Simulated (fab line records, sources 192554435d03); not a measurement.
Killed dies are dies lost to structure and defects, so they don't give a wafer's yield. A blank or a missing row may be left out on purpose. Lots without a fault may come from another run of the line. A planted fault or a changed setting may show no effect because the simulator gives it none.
Chamber matching | flow n5_finfet | N5_BEOL_M12_ILD_DEP_00 on pecvd-03: 3 sister chambers
The step deposits SiOC from DEMS/O2, target thk 658.92 nm, time 130.7 s. 3 wafers are shown with their chamber, then 7 later ones without.

WAFERS WITH THEIR CHAMBER
wafer  | chamber | throttle_valve_pct (%)
L084.4 | 0       | 12.4
L089.1 | 1       | 12.5
L089.3 | 2       | 11.3

WAFERS WITHOUT THEIR CHAMBER
wafer  | throttle_valve_pct (%)
L089.4 | 11.2
L085.2 | 11.3
L085.3 | 12.4
L085.5 | 12.4
L090.2 | 11.2
L090.4 | 11.5
L090.6 | 12.5

WHICH CHAMBER EACH WENT THROUGH
wafer  | from the rows above     | in truth
L089.4 | 2                       | 2
L085.2 | 2                       | 2
L085.3 | can't be placed: 0 or 1 | 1
L085.5 | can't be placed: 0 or 1 | 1
L090.2 | 2                       | 2
L090.4 | 2                       | 2
L090.6 | can't be placed: 1 or 0 | 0
Placed correctly: 4 of 7. Can't be placed from these rows: 3 (the true chamber is among the candidates in 3). Placed wrongly: 0.
How it was worked out, from the rows above alone: a wafer's distance from a chamber is the root of the sum, over the readings, of the square of ((its reading less the chamber's mean) divided by the reading's scatter). The wafer belongs to the nearest chamber; if the next one is less than 2 further off, it can't be placed. A chamber's mean is the mean of its shown wafers. The scatter: with one shown wafer a chamber, the root of the mean of the squares of how far each hidden wafer lies from its nearest shown one.
